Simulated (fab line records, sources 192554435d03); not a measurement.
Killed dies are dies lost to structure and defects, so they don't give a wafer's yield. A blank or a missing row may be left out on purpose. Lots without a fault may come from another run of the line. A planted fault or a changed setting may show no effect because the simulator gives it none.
fab line records | flow n5_finfet
record lots=6 wafers=18 last_day=19
route steps=1938 shown BEOL_M7@1290
lots that met no fault: from a run of the same line without faults
start_h: hours from the record's first day to the start of the lot's first wafer shown | wait_h: hours since the lot's step before | " the same as in the row above | L1.1+2: a row that stands for several wafers | - no value, or no start given | * or withheld: withheld | < > ~ a bound
route shown NAME@n: a module of which the file shows steps, and the number in the route of the first | usual: mean/standard deviation of fault-free wafers | same: alike in all rows | chamber/n: place in a boat | sites: the reading at each site | _std_site: their standard deviation | _edge_site: outer sites' mean less inner sites' | radius_mm: how far each site lies from the wafer's centre | mask NAME#n: copy n | behind: the tool/chamber that last shaped the wafer | hold: why the lot was held/for how many hours/how that ended | device: the transistor (n, p or np) that didn't switch | end of line: the same wafers' tests at the end of the route | a step without rows: its recipe alone | killed: dies lost to structure and defects at the first sort, not the wafer's yield | map: a wafer's dies, x killed, . not, _ none there
set.NAME: the setting as run; set.NAME@STEP: as run at that earlier step | model.NAME: the simulator's own value behind a step, which no gauge read
lots at some steps of the route; a table a step, a row a wafer
services: from which hour (start_h, from the record's first day; less than 0 if before it) a tool's chamber was out of use, for how many hours, and why
## steps
# step N5_BEOL_M7_COAT_22
# recipe resist=CAR-EUV spin_rpm=1500 resist_thk_nm=30
# step N5_BEOL_M7_EBR_24
# recipe solvent=PGMEA ebr_width_mm=1.5
# step N5_BEOL_M7_SOFTBAKE_23
# recipe temp_c=110 time_s=60 resist=CAR-EUV
# step N5_BEOL_M7_EXPOSE_25
# recipe mask_id=V6 na=0.33 source_shape=annular sigma_inner=0.4 sigma_outer=0.8 polarization=unpolarized target_cd_nm=40 dose_mj=42.5
# step N5_BEOL_M7_PEB_26
# recipe peb_temp_c=100 peb_time_s=60 resist=CAR-EUV
# step N5_BEOL_M7_DEVELOP_27
# recipe develop_time_s=30 developer=TMAH resist=CAR-EUV rinse_liquid=surfactant_rinse dry=air_spin dev_temp_c=23
# step N5_BEOL_M7_CD_MEAS_28
# recipe target_cd_nm=40 landing_energy_ev=500 detector=se_inlens
# usual cd_nm=39.87/0.22
# columns lot.wafer tool chamber start_h wait_h cd_nm
L871.1 cd_sem-02 0 246.91 - 39.79
L871.2 " 0 " " 39.49
L871.4 " 0 " " 40.12
L870.3 cd_sem-02 0 248.21 - 39.98
L870.4 " 0 " " 39.60
L870.5 " 0 " " 39.62
L878.1 cd_sem-02 0 314.34 - 39.99
L878.3 " 0 " " 40.15
L878.5 " 0 " " 40.14
L879.1 cd_sem-01 0 314.51 - 39.81
L879.3 " 0 " " 39.73
L879.4 " 0 " " 40.05
L881.3 cd_sem-01 0 341.92 - 39.79
L881.4 " 0 " " 39.98
L881.5 " 0 " " 39.55
L889.2 cd_sem-03 0 382.92 - 39.85
L889.3 " 0 " " 40.05
L889.5 " 0 " " 39.77
# step N5_BEOL_M7_OVL_MEAS_29
# recipe points_per_wafer=522
# usual V6_OVL=-0.1/0.63
# columns lot.wafer tool chamber start_h wait_h V6_OVL[nm]
L871.1 overlay-02 0 246.94 0.0 0.3
L871.2 " 0 " " -0.5
L871.4 " 0 " " 0.3
L870.3 overlay-02 0 248.25 0.0 0.3
L870.4 " 0 " " 0.5
L870.5 " 0 " " 0.2
L878.1 overlay-02 0 314.37 0.0 1.0
L878.3 " 0 " " 0.4
L878.5 " 0 " " 0.7
L879.1 overlay-02 0 314.54 0.0 -1.0
L879.3 " 0 " " -0.5
L879.4 " 0 " " -0.5
L881.3 overlay-01 0 341.96 0.0 -1.2
L881.4 " 0 " " -0.2
L881.5 " 0 " " 0.0
L889.2 overlay-01 0 382.95 0.0 -0.8
L889.3 " 0 " " -0.4
L889.5 " 0 " " -1.0
# step N5_BEOL_M7_INSPECT_30
# recipe mode=adi inspect_instrument=brightfield
# usual raw_defect_count=370/75
# columns lot.wafer tool chamber start_h wait_h raw_defect_count
L871.1 defect_inspect-02 - 247.00 0.1 446
L871.2 " - " " 364
L871.4 " - " " 287
L870.3 defect_inspect-01 - 248.30 0.0 314
L870.4 " - " " 321
L870.5 " - " " 352
L878.1 defect_inspect-01 - 314.43 0.1 337
L878.3 " - " " 329
L878.5 " - " " 319
L879.1 defect_inspect-01 - 314.60 0.1 371
L879.3 " - " " 343
L879.4 " - " " 452
L881.3 defect_inspect-01 - 342.00 0.0 284
L881.4 " - " " 363
L881.5 " - " " 322
L889.2 defect_inspect-01 - 383.00 0.0 296
L889.3 " - " " 364
L889.5 " - " " 586
# step N5_BEOL_M7_DESCUM_33
# recipe chemistry=O2 time_s=7 source_power_w=50 bias_power_w=20 pressure_mtorr=20 rf_frequency_hz=2.712e+07 temp_c=40 resist=CAR-EUV o2_flow_sccm=225
# usual drypump_motor_current_A=5.3/0.47 oes_product_au=0.77/0.083 rf_vpp_V=243.8/1.1 showerhead_plenum_p_Torr=2.14/0.046 throttle_valve_pct=20.44/0.21
# columns lot.wafer tool chamber start_h wait_h drypump_motor_current_A oes_product_au rf_hours_counter_h rf_vpp_V showerhead_plenum_p_Torr throttle_valve_pct
L871.1 rie_diel-04 3 247.03 0.0 5.6 0.75 160 241.5 2.09 20.35
L871.2 " 2 " " 5.5 0.71 215 243.6 2.06 20.51
L871.4 " 3 " " 5.6 0.75 - 243.1 2.09 20.33
L870.3 rie_diel-01 3 248.43 0.1 4.7 0.73 188 243.5 2.16 20.28
L870.4 " 1 " " 5.8 0.68 249 244.9 2.15 20.73
L870.5 " 2 " " 5.0 0.74 - 244.0 2.10 20.65
L878.1 rie_diel-02 3 314.46 0.0 5.5 0.78 118 245.3 2.19 20.19
L878.3 " 0 " " 5.0 0.66 239 244.5 2.15 20.61
L878.5 " 1 " " 5.1 0.73 - 243.8 2.17 20.27
L879.1 rie_diel-01 0 314.64 0.0 5.5 0.72 185 245.4 2.17 20.31
L879.3 " 2 " " 5.0 0.72 191 243.1 2.09 20.68
L879.4 " 3 " " 4.6 0.71 209 244.3 2.15 20.31
L881.3 rie_diel-01 3 342.04 0.0 4.7 0.70 217 242.6 2.15 20.33
L881.4 " 2 " " 5.0 0.72 199 242.8 2.09 20.70
L881.5 " 3 " " 4.6 0.70 - 244.9 2.15 20.32
L889.2 rie_diel-04 0 383.04 0.0 6.1 0.88 51 242.8 2.13 20.50
L889.3 " 3 " " 5.6 0.71 200 243.5 2.08 20.38
L889.5 " 3 " " 5.7 0.70 - 242.2 2.08 20.40
# step N5_BEOL_M7_ETCH_72
# recipe chemistry=N2/H2 target=underlayer target_depth_a=65 mask_material=CAR-EUV time_s=5.2 ion_energy_ev=200 pressure_mtorr=30 source_w=840 bias_w=150 n2_flow_sccm=200 h2_flow_sccm=200 ends=cleared
# usual drypump_motor_current_A=5.3/0.46 etch_rf_on_time_s=5.21/0.082 oes_product_au=0.65/0.07 rf_vpp_V=525.5/2 showerhead_plenum_p_Torr=2.61/0.061 throttle_valve_pct=17.87/0.22
# columns lot.wafer tool chamber start_h wait_h drypump_motor_current_A etch_rf_on_time_s oes_product_au rf_hours_counter_h rf_vpp_V showerhead_plenum_p_Torr throttle_valve_pct
L871.1 rie_diel-04 3 247.07 0.0 5.6 5.21 0.64 160 524.0 2.53 17.74
L871.2 " 2 " " 5.5 5.39 0.58 215 523.6 2.51 17.97
L871.4 " 3 " " 5.7 5.18 0.64 - 523.6 2.53 17.75
L870.3 rie_diel-01 3 248.47 0.0 4.7 5.25 0.62 188 526.2 2.64 17.71
L870.4 " 1 " " 5.8 5.25 0.58 249 525.4 2.61 18.25
L870.5 " 2 " " 4.9 5.13 0.64 - 522.5 2.53 17.99
L878.1 rie_diel-02 3 314.50 0.0 5.5 5.25 0.66 118 526.4 2.67 17.64
L878.3 " 0 " " 5.0 5.34 0.55 239 524.8 2.62 18.07
L878.5 " 1 " " 5.1 5.21 0.61 - 524.7 2.63 17.73
L879.1 rie_diel-01 0 314.67 0.0 5.5 5.11 0.63 185 526.8 2.64 17.78
L879.3 " 2 " " 4.9 5.10 0.62 191 523.5 2.52 18.01
L879.4 " 3 " " 4.7 5.26 0.61 209 525.3 2.63 17.77
L881.3 rie_diel-01 3 342.07 0.0 4.7 5.32 0.59 217 523.1 2.62 17.76
L881.4 " 2 " " 5.0 5.21 0.60 199 523.1 2.52 18.03
L881.5 " 3 " " 4.7 5.27 0.60 - 528.9 2.62 17.76
L889.2 rie_diel-04 0 383.07 0.0 6.1 5.27 0.74 51 525.5 2.59 17.90
L889.3 " 3 " " 5.6 5.12 0.62 200 525.8 2.52 17.85
L889.5 " 3 " " 5.6 5.24 0.62 - 522.3 2.52 17.83
# step N5_BEOL_M7_ETCH_65
# recipe chemistry=CF4 target=SiARC target_depth_a=156 mask_material=CAR-EUV time_s=26 ion_energy_ev=80 pressure_mtorr=40 source_w=545 bias_w=36 Ar_flow_sccm=100 cf4_flow_sccm=100 ends=cleared
# usual drypump_motor_current_A=5.3/0.46 etch_rf_on_time_s=26.0/0.37 oes_product_au=0.66/0.07 rf_vpp_V=184.7/1 showerhead_plenum_p_Torr=2.19/0.047 throttle_valve_pct=15.62/0.19
# columns lot.wafer tool chamber start_h wait_h drypump_motor_current_A etch_rf_on_time_s oes_product_au rf_hours_counter_h rf_vpp_V showerhead_plenum_p_Torr throttle_valve_pct
L871.1 rie_diel-04 3 247.09 0.0 5.6 25.6 0.64 160 184.1 2.14 15.52
L871.2 " 2 " " 5.5 26.8 0.59 215 185.1 2.12 15.76
L871.4 " 3 " " 5.6 25.4 0.64 - 183.4 2.14 15.53
L870.3 rie_diel-01 3 248.48 0.0 4.6 26.4 0.62 188 184.5 2.22 15.53
L870.4 " 1 " " 5.8 26.5 0.59 249 185.1 2.20 15.99
L870.5 " 2 " " 5.0 25.8 0.64 - 183.5 2.14 15.79
L878.1 rie_diel-02 3 314.51 0.0 5.5 26.1 0.67 118 184.7 2.24 15.43
L878.3 " 0 " " 5.1 26.3 0.57 239 184.6 2.19 15.83
L878.5 " 1 " " 5.0 25.9 0.62 - 183.4 2.22 15.48
L879.1 rie_diel-01 0 314.69 0.0 5.5 25.9 0.63 185 186.1 2.22 15.51
L879.3 " 2 " " 4.9 25.6 0.63 191 183.2 2.13 15.83
L879.4 " 3 " " 4.6 26.3 0.60 209 183.4 2.21 15.58
L881.3 rie_diel-01 3 342.09 0.0 4.6 26.2 0.60 217 186.1 2.21 15.60
L881.4 " 2 " " 5.0 25.8 0.62 199 183.5 2.13 15.84
L881.5 " 3 " " 4.7 26.3 0.60 - 183.9 2.21 15.59
L889.2 rie_diel-04 0 383.09 0.0 6.1 26.4 0.74 51 182.9 2.17 15.55
L889.3 " 3 " " 5.6 25.8 0.62 200 184.1 2.12 15.61
L889.5 " 3 " " 5.6 25.8 0.61 - 184.1 2.12 15.60
# step N5_BEOL_M7_ETCH_66
# recipe chemistry=N2/H2 target=SOC target_depth_a=800 overetch_a=160 mask_material=SiARC temp_c=40 time_s=120 ion_energy_ev=200 pressure_mtorr=30 source_w=840 bias_w=150 n2_flow_sccm=200 h2_flow_sccm=200
# usual drypump_motor_current_A=5.3/0.46 oes_product_au=0.59/0.061 rf_vpp_V=525.6/1.8 showerhead_plenum_p_Torr=2.61/0.061 throttle_valve_pct=17.83/0.22
# columns lot.wafer tool chamber start_h wait_h drypump_motor_current_A oes_product_au rf_hours_counter_h rf_vpp_V showerhead_plenum_p_Torr throttle_valve_pct model.SiARC_of_BEOL_M7_COAT_64.thk_nm model.BEOL_M7.cd_nm
L871.1 rie_diel-04 3 247.11 0.0 5.6 0.57 160 524.3 2.53 17.71 6.4 39.6
L871.2 " 2 " " 5.5 0.55 215 522.2 2.51 17.95 6.6 39.8
L871.4 " 3 " " 5.6 0.57 - 523.0 2.53 17.71 6.4 40
L870.3 rie_diel-01 3 248.51 0.0 4.7 0.55 188 526.6 2.64 17.67 6.4 39.6
L870.4 " 1 " " 5.8 0.53 249 524.6 2.61 18.22 6.6 39.8
L870.5 " 2 " " 5.0 0.57 - 523.3 2.53 17.94 6.4 39.8
L878.1 rie_diel-02 3 314.54 0.0 5.5 0.60 118 527.5 2.67 17.60 6.4 40
L878.3 " 0 " " 5.0 0.51 239 526.1 2.62 18.06 6.4 39.8
L878.5 " 1 " " 5.0 0.56 - 527.6 2.63 17.70 6.6 39.8
L879.1 rie_diel-01 0 314.72 0.0 5.5 0.55 185 526.0 2.64 17.71 7.8 39.2
L879.3 " 2 " " 4.9 0.56 191 523.3 2.53 17.99 6.4 39.8
L879.4 " 3 " " 4.6 0.54 209 525.9 2.63 17.70 8 39.2
L881.3 rie_diel-01 3 342.12 0.0 4.7 0.54 217 527.4 2.62 17.72 6.4 39.8
L881.4 " 2 " " 5.0 0.56 199 522.7 2.52 18.00 7.8 39.4
L881.5 " 3 " " 4.7 0.54 - 527.3 2.62 17.71 6.4 39.6
L889.2 rie_diel-04 0 383.12 0.0 6.1 0.67 51 524.9 2.59 17.86 6.4 39.8
L889.3 " 3 " " 5.7 0.55 200 523.6 2.51 17.79 6.4 39.8
L889.5 " 3 " " 5.6 0.55 - 523.0 2.52 17.78 6.4 39.8
# step N5_BEOL_M7_STRIP_69
# recipe chemistry=N2/H2 temp_c=40 n2_flow_sccm=200 h2_flow_sccm=200 rf_frequency_hz=6e+07
# step N5_BEOL_M7_STRIP_73
# recipe chemistry=N2/H2 temp_c=40 n2_flow_sccm=200 h2_flow_sccm=200 rf_frequency_hz=6e+07
# step N5_BEOL_M7_VIA_ETCH_34
# recipe chemistry=C4F6/O2 target=SiCOH_lowk target_depth_a=1255 mask_material=SOC taper_deg=4 time_s=50.5 ion_energy_ev=250 pressure_mtorr=30 source_w=345 bias_w=185 Ar_flow_sccm=300 C4F6_flow_sccm=10 O2_flow_sccm=10
# usual drypump_motor_current_A=5.3/0.46 oes_product_au=0.77/0.083 rf_vpp_V=667/6.3 showerhead_plenum_p_Torr=2.91/0.064 throttle_valve_pct=20.89/0.2
# columns lot.wafer tool chamber start_h wait_h drypump_motor_current_A oes_product_au rf_hours_counter_h rf_vpp_V showerhead_plenum_p_Torr throttle_valve_pct model.BEOL_M7.cd_nm
L871.1 rie_diel-04 3 247.22 0.0 5.7 0.74 160 659 2.84 20.76 39.6
L871.2 " 2 " " 5.5 0.69 215 667 2.82 21.01 39.6
L871.4 " 3 " " 5.6 0.74 - 661 2.84 20.78 39.8
L870.3 rie_diel-01 3 248.61 0.0 4.6 0.73 188 667 2.95 20.77 39.6
L870.4 " 1 " " 5.8 0.68 249 672 2.92 21.21 39.8
L870.5 " 2 " " 5.0 0.74 - 658 2.83 21.02 39.8
L878.1 rie_diel-02 3 314.64 0.0 5.5 0.78 118 669 2.97 20.68 39.8
L878.3 " 0 " " 5.1 0.66 239 672 2.91 21.06 39.8
L878.5 " 1 " " 5.0 0.72 - 660 2.95 20.75 39.6
L879.1 rie_diel-01 0 314.82 0.0 5.5 0.72 185 670 2.94 20.70 39.2
L879.3 " 2 " " 5.0 0.72 191 657 2.82 21.06 39.8
L879.4 " 3 " " 4.6 0.71 209 667 2.94 20.81 39.2
L881.3 rie_diel-01 3 342.22 0.0 4.6 0.70 217 666 2.93 20.81 39.8
L881.4 " 2 " " 5.0 0.71 199 657 2.82 21.06 39.4
L881.5 " 3 " " 4.6 0.71 - 665 2.93 20.81 39.6
L889.2 rie_diel-04 0 383.22 0.0 6.1 0.87 51 679 2.89 20.90 39.8
L889.3 " 3 " " 5.6 0.71 200 660 2.82 20.83 39.8
L889.5 " 3 " " 5.7 0.72 - 660 2.82 20.83 39.6
# step N5_BEOL_M7_STRIP_76
# recipe chemistry=C4F6/O2 resist=SiARC rf_frequency_hz=6e+07
## services
# columns tool chamber start_h hours kind
rie_diel-04 1 237.23 - clean
rie_diel-04 1 237.23 - consumable_replace:focus_ring
rie_diel-04 1 237.23 - consumable_replace:showerhead
rie_diel-04 1 237.23 24.6 scheduled_down
rie_diel-04 1 237.23 24.6 vent_cycle
rie_diel-02 - 249.18 0.2 repair
rie_diel-01 1 251.59 - clean
rie_diel-01 1 251.59 - consumable_replace:focus_ring
rie_diel-01 1 251.59 17.7 scheduled_down
rie_diel-01 1 251.59 17.7 vent_cycle
rie_diel-01 1 291.76 3.0 repair
rie_diel-02 2 294.86 20.4 repair
rie_diel-01 3 342.61 28.4 repair
rie_diel-01 - 343.93 0.2 repair
rie_diel-02 3 351.99 7.2 repair
rie_diel-02 0 359.19 - clean
rie_diel-02 0 359.19 - consumable_replace:focus_ring
rie_diel-02 0 359.19 22.7 scheduled_down
rie_diel-02 0 359.19 22.7 vent_cycle
rie_diel-04 2 369.75 - clean
rie_diel-04 2 369.75 - consumable_replace:focus_ring
rie_diel-04 2 369.75 20.7 scheduled_down
rie_diel-04 2 369.75 20.7 vent_cycle
## key
first_sign none at tools or gauges
model_effect step=N5_BEOL_M7_ETCH_66 value=SiARC_of_BEOL_M7_COAT_64.thk_nm without=6.333 struck=7.867
model_effect step=N5_BEOL_M7_VIA_ETCH_34 value=BEOL_M7.cd_nm without=39.87 struck=39.27
met_at N5_BEOL_M7_ETCH_66
struck_wafers L879.1,L879.4,L881.4
onset_between 248.51 314.72
fault kind=process_parameter_drift tool=rie_diel-01 chamber=- onset_h=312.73 steps=N5_BEOL_M7_ETCH_66 channel=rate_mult offset=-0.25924 shape=step end_h=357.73 scope=struck_wafers_only
